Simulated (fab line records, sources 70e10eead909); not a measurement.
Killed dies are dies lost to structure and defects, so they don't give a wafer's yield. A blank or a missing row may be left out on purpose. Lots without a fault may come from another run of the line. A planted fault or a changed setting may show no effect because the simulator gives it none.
Which tool did it? | flow nand_harc | 24 lots, 72 wafers sampled, at 5 steps of a route of 1159

WHAT THE GAUGES READ, wafer by wafer
NHARC_A_SLIT_CD_MEAS_09: target cd 300 nm. Usual: cd_nm 299.9 nm, standard deviation 0.5.
lot  | measured     | on        | cd_nm (nm)        | flag
L074 | day 14 13:08 | cd_sem-03 | 300.2 299.7 300.1 |
L075 | day 14 12:50 | cd_sem-01 | 301.0 300.3 300.1 |
L077 | day 14 18:13 | cd_sem-02 | 298.8 300.5 300.2 |
L076 | day 15 02:58 | cd_sem-01 | 298.9 299.5 300.0 |
L079 | day 15 01:25 | cd_sem-02 | 299.9 300.0 299.4 |
L078 | day 15 00:47 | cd_sem-02 | 299.3 299.7 300.1 |
L080 | day 15 12:40 | cd_sem-01 | 300.5 300.4 300.6 |
L081 | day 16 00:32 | cd_sem-01 | 299.5 300.2 300.0 |
L083 | day 16 00:14 | cd_sem-03 | 299.3 300.6 301.3 |
L082 | day 16 08:23 | cd_sem-03 | 299.7 300.4 300.4 |
L084 | day 16 22:08 | cd_sem-02 | 300.1 300.2 300.0 |
L085 | day 16 21:37 | cd_sem-01 | 299.5 299.6 299.0 |
L086 | day 17 09:23 | cd_sem-03 | 300.0 299.1 299.6 |
L087 | day 17 09:01 | cd_sem-03 | 299.6 299.9 299.7 |
L089 | day 18 02:45 | cd_sem-03 | 299.6 298.8 299.0 |
L090 | day 18 02:55 | cd_sem-02 | 300.2 300.3 300.4 |
L088 | day 18 18:11 | cd_sem-01 | 300.2 300.2 300.3 |
L093 | day 18 19:01 | cd_sem-03 | 300.1 299.7 300.0 |
L091 | day 18 20:02 | cd_sem-01 | 300.3 301.0 299.6 |
L092 | day 18 21:02 | cd_sem-03 | 299.5 299.4 299.7 |
L094 | day 19 13:56 | cd_sem-03 | 299.7 300.5 299.1 |
L095 | day 19 13:02 | cd_sem-01 | 299.6 299.9 299.6 |
L096 | day 19 13:47 | cd_sem-01 | 299.7 299.9 300.0 |
L097 | day 20 01:34 | cd_sem-03 | 300.3 300.0 300.4 |

NHARC_A_SLIT_OVL_MEAS_10. Usual: overlay_x_nm 0.3 nm, standard deviation 0.68; overlay_y_nm 0.2 nm, standard deviation 0.9.
lot  | measured     | on         | overlay_x_nm (nm) | overlay_y_nm (nm) | flag
L074 | day 14 13:13 | overlay-02 | -0.4 -0.1 -1.2    | 1.4 0.9 0.9       |
L075 | day 14 12:55 | overlay-02 | -0.9 -0.5 -0.9    | 0.3 0.2 0.7       |
L077 | day 14 18:18 | overlay-01 | 0.8 1.0 0.4       | 0.0 0.4 0.2       |
L076 | day 15 03:03 | overlay-02 | 0.1 0.2 -0.1      | -0.1 -0.4 -0.4    |
L079 | day 15 01:30 | overlay-01 | 1.2 0.5 1.3       | -0.6 -0.6 -0.6    |
L078 | day 15 00:52 | overlay-02 | -0.4 -0.6 -0.4    | 0.9 0.5 1.3       |
L080 | day 15 12:45 | overlay-02 | 0.6 0.4 1.4       | -1.0 -0.9 -1.3    |
L081 | day 16 00:37 | overlay-02 | -0.1 0.5 0.6      | 0.7 0.7 1.1       |
L083 | day 16 00:19 | overlay-01 | -0.5 -0.4 -0.5    | -0.1 -0.7 -0.3    |
L082 | day 16 08:29 | overlay-01 | 0.2 0.8 0.2       | 0.4 0.7 0.7       |
L084 | day 16 22:14 | overlay-01 | -0.9 -1.0 -0.4    | 0.0 0.4 0.3       |
L085 | day 16 21:43 | overlay-01 | -0.3 -0.1 -0.1    | 0.2 0.0 0.1       |
L086 | day 17 09:28 | overlay-01 | -0.3 -0.6 -0.5    | 0.4 1.3 0.2       |
L087 | day 17 09:06 | overlay-01 | -0.4 0.6 0.4      | 1.4 1.6 1.2       |
L089 | day 18 02:50 | overlay-01 | 0.1 0.2 0.1       | 1.1 1.4 1.3       |
L090 | day 18 03:00 | overlay-02 | 0.5 0.5 0.4       | -0.3 -0.2 0.0     |
L088 | day 18 18:16 | overlay-01 | 0.5 1.1 1.0       | -1.1 -1.5 -0.9    |
L093 | day 18 19:07 | overlay-02 | 1.0 1.1 1.3       | 2.0 2.7 2.3       |
L091 | day 18 20:07 | overlay-01 | 1.5 1.4 1.5       | -0.2 0.1 -0.7     |
L092 | day 18 21:07 | overlay-02 | 0.7 0.9 0.8       | -0.2 0.0 -0.6     |
L094 | day 19 14:01 | overlay-01 | 0.4 0.2 0.6       | -1.2 -0.8 -1.2    |
L095 | day 19 13:07 | overlay-01 | 0.4 1.0 0.4       | 1.0 1.0 1.5       |
L096 | day 19 13:52 | overlay-02 | 0.2 0.8 0.3       | 0.2 -0.8 -0.3     |
L097 | day 20 01:39 | overlay-02 | 0.3 0.8 1.3       | 0.5 0.1 0.6       |

WHICH TOOL RAN EACH LOT (tool, then ch and the chambers of the sampled wafers, then the start)
lot  | NHARC_A_STAIRCASE_ETCHBACK_416                | NHARC_A_STAIRCASE_DEP_417       | NHARC_A_SLIT_DEP_00
L074 | rie_diel-09 ch 0,2,3, day 12 07:20 or earlier | pecvd-01 ch 0,2, day 12 07:20   | acl_dep-02 ch 0, day 14 10:23
L075 | rie_diel-07 ch 1,3, day 12 10:11 or earlier   | pecvd-01 ch 0,2, day 12 10:11   | acl_dep-01 ch 0, day 14 10:10
L077 | rie_diel-09 ch 0,1,3, day 12 15:23 or earlier | pecvd-01 ch 0,1,2, day 12 15:23 | acl_dep-03 ch 0, day 14 16:31
L076 | rie_diel-06 ch 0,1,2, day 12 20:19 or earlier | pecvd-04 ch 0,1,2, day 12 20:19 | acl_dep-01 ch 0, day 15 00:12
L079 | rie_diel-06 ch 2,3, day 13 00:02 or earlier   | pecvd-03 ch 0,1, day 13 00:02   | acl_dep-02 ch 0, day 14 23:23
L078 | rie_diel-09 ch 0,1,3, day 13 02:20 or earlier | pecvd-04 ch 0,1, day 13 02:20   | acl_dep-01 ch 0, day 14 22:35
L080 | rie_diel-07 ch 1,2,3, day 13 03:56 or earlier | pecvd-04 ch 1,2, day 13 03:56   | acl_dep-01 ch 0, day 15 10:46
L081 | rie_diel-06 ch 1,2, day 13 13:58 or earlier   | pecvd-04 ch 1,2, day 13 13:58   | acl_dep-01 ch 0, day 15 21:38
L083 | rie_diel-09 ch 0,3, day 13 15:23 or earlier   | pecvd-01 ch 0,2, day 13 15:23   | acl_dep-03 ch 0, day 15 22:12
L082 | rie_diel-09 ch 1,2, day 13 22:44 or earlier   | pecvd-03 ch 0,1,2, day 13 22:44 | acl_dep-03 ch 0, day 16 05:45
L084 | rie_diel-09 ch 1,2,3, day 14 11:31 or earlier | pecvd-03 ch 0,2, day 14 11:31   | acl_dep-02 ch 0, day 16 19:14
L085 | rie_diel-07 ch 1,2, day 14 16:29 or earlier   | pecvd-01 ch 0,1, day 14 16:29   | acl_dep-01 ch 0, day 16 19:25
L086 | rie_diel-09 ch 0,2,3, day 14 23:07 or earlier | pecvd-01 ch 0,1, day 14 23:07   | acl_dep-03 ch 0, day 17 07:02
L087 | rie_diel-07 ch 0,3, day 15 00:39 or earlier   | pecvd-01 ch 0,1, day 15 00:39   | acl_dep-02 ch 0, day 17 06:50
L089 | rie_diel-06 ch 1,3, day 15 22:04 or earlier   | pecvd-03 ch 0,1, day 15 22:04   | acl_dep-01 ch 0, day 18 00:06
L090 | rie_diel-09 ch 0,1, day 16 01:52 or earlier   | pecvd-03 ch 0,1,2, day 16 01:52 | acl_dep-02 ch 0, day 18 00:07
L088 | rie_diel-07 ch 1,2, day 16 12:20 or earlier   | pecvd-03 ch 1,2, day 16 12:20   | acl_dep-03 ch 0, day 18 15:49
L093 | rie_diel-07 ch 1,3, day 16 14:20 or earlier   | pecvd-01 ch 0,1,2, day 16 14:20 | acl_dep-02 ch 0, day 18 17:01
L091 | rie_diel-06 ch 0,1, day 16 15:31 or earlier   | pecvd-04 ch 0,1,2, day 16 15:31 | acl_dep-03 ch 0, day 18 18:08
L092 | rie_diel-06 ch 1,3, day 16 18:53 or earlier   | pecvd-03 ch 0,1,2, day 16 18:53 | acl_dep-02 ch 0, day 18 18:59
L094 | rie_diel-06 ch 0,1,2, day 17 00:53 or earlier | pecvd-01 ch 0,1, day 17 00:53   | acl_dep-03 ch 0, day 19 11:34
L095 | rie_diel-07 ch 0,3, day 17 08:38 or earlier   | pecvd-03 ch 1,2, day 17 08:38   | acl_dep-02 ch 0, day 19 11:01
L096 | rie_diel-07 ch 1,3, day 17 10:44 or earlier   | pecvd-04 ch 0,1,2, day 17 10:44 | acl_dep-01 ch 0, day 19 11:43
L097 | rie_diel-07 ch 0,1,2, day 17 21:58 or earlier | pecvd-04 ch 0,1, day 17 21:58   | acl_dep-03 ch 0, day 19 23:42
- NHARC_A_STAIRCASE_ETCHBACK_416: etches the open film in C4F8/O2/Ar, target depth 36 nm, time 7.2 s.
- NHARC_A_STAIRCASE_DEP_417: deposits Si3N4, target thk 60 nm.
- NHARC_A_SLIT_DEP_00: deposits aC, target thk 3200 nm.

WHAT THE TOOLS THEMSELVES READ (means of the sampled wafers that have a number; where no wafer has one, the mark that the record gives instead)
NHARC_A_STAIRCASE_ETCHBACK_416. Usual: oes_product_au 0.942 a.u., standard deviation 0.029; rf_vpp_V 723 V, standard deviation 3.5.
lot  | tool        | oes_product_au (a.u.) | rf_vpp_V (V) | flag
L074 | rie_diel-09 | 1.002                 | 724          |
L075 | rie_diel-07 | 0.933                 | 720          |
L077 | rie_diel-09 | 0.998                 | 723          |
L076 | rie_diel-06 | 0.926                 | 720          |
L079 | rie_diel-06 | 0.927                 | 725          |
L078 | rie_diel-09 | 0.926                 | 724          |
L080 | rie_diel-07 | 0.930                 | 723          |
L081 | rie_diel-06 | 0.927                 | 724          |
L083 | rie_diel-09 | 0.925                 | 725          |
L082 | rie_diel-09 | 0.929                 | 725          |
L084 | rie_diel-09 | 0.925                 | 725          |
L085 | rie_diel-07 | 0.940                 | 721          |
L086 | rie_diel-09 | 1.000                 | 724          |
L087 | rie_diel-07 | 0.938                 | 721          |
L089 | rie_diel-06 | 0.925                 | 724          |
L090 | rie_diel-09 | 0.926                 | 723          |
L088 | rie_diel-07 | 0.931                 | 719          |
L093 | rie_diel-07 | 0.933                 | 719          |
L091 | rie_diel-06 | 0.967                 | 718          |
L092 | rie_diel-06 | 0.922                 | 721          |
L094 | rie_diel-06 | 0.999                 | 720          |
L095 | rie_diel-07 | 0.934                 | 720          |
L096 | rie_diel-07 | 0.925                 | 719          |
L097 | rie_diel-07 | 0.934                 | 722          |

NHARC_A_STAIRCASE_DEP_417. Usual: heater_power_w 749 W, standard deviation 79.
lot  | tool     | heater_power_w (W) | flag
L074 | pecvd-01 | 765                |
L075 | pecvd-01 | 762                |
L077 | pecvd-01 | 795                |
L076 | pecvd-04 | 654                |
L079 | pecvd-03 | 827                |
L078 | pecvd-04 | 702                |
L080 | pecvd-04 | 626                |
L081 | pecvd-04 | 680                |
L083 | pecvd-01 | 772                |
L082 | pecvd-03 | 776                |
L084 | pecvd-03 | 770                |
L085 | pecvd-01 | 722                |
L086 | pecvd-01 | 802                |
L087 | pecvd-01 | 801                |
L089 | pecvd-03 | 746                |
L090 | pecvd-03 | 783                |
L088 | pecvd-03 | 878                |
L093 | pecvd-01 | 799                |
L091 | pecvd-04 | 687                |
L092 | pecvd-03 | 728                |
L094 | pecvd-01 | 803                |
L095 | pecvd-03 | 788                |
L096 | pecvd-04 | 654                |
L097 | pecvd-04 | 659                |

NHARC_A_SLIT_DEP_00. Usual: throttle_valve_pct 35.000 %, standard deviation 0.0094.
lot  | tool       | throttle_valve_pct (%) | flag
L074 | acl_dep-02 | 35.002                 |
L075 | acl_dep-01 | 35.000                 |
L077 | acl_dep-03 | 34.998                 |
L076 | acl_dep-01 | 35.002                 |
L079 | acl_dep-02 | 35.000                 |
L078 | acl_dep-01 | 34.998                 |
L080 | acl_dep-01 | 34.999                 |
L081 | acl_dep-01 | 34.995                 |
L083 | acl_dep-03 | 34.999                 |
L082 | acl_dep-03 | 34.990                 |
L084 | acl_dep-02 | 34.990                 |
L085 | acl_dep-01 | 34.999                 |
L086 | acl_dep-03 | 34.997                 |
L087 | acl_dep-02 | 34.992                 |
L089 | acl_dep-01 | 35.003                 |
L090 | acl_dep-02 | 34.990                 |
L088 | acl_dep-03 | 35.009                 |
L093 | acl_dep-02 | 34.987                 |
L091 | acl_dep-03 | 35.002                 |
L092 | acl_dep-02 | 35.003                 |
L094 | acl_dep-03 | 34.995                 |
L095 | acl_dep-02 | 35.005                 |
L096 | acl_dep-01 | 35.007                 |
L097 | acl_dep-03 | 35.005                 |

THE ANSWER, worked out from the rows above alone
Rule: a lot is off if the mean of its wafers that have a number lies more than 3 standard deviations from the usual mean. A lot without any number at a reading at which 4 lots or more have one is off too. The other lots that the step has rows for count as sound. The gauges are gone through in route order, then the tools' own readings, and for those a lot's mean is taken as printed above. The first step at which some lot is off is used, and at that step the reading that is off furthest; a lot without a number counts as furthest.
No lot is off at any reading shown: from this, nothing can be told.

WHAT THE SIMULATOR HAD PUT IN
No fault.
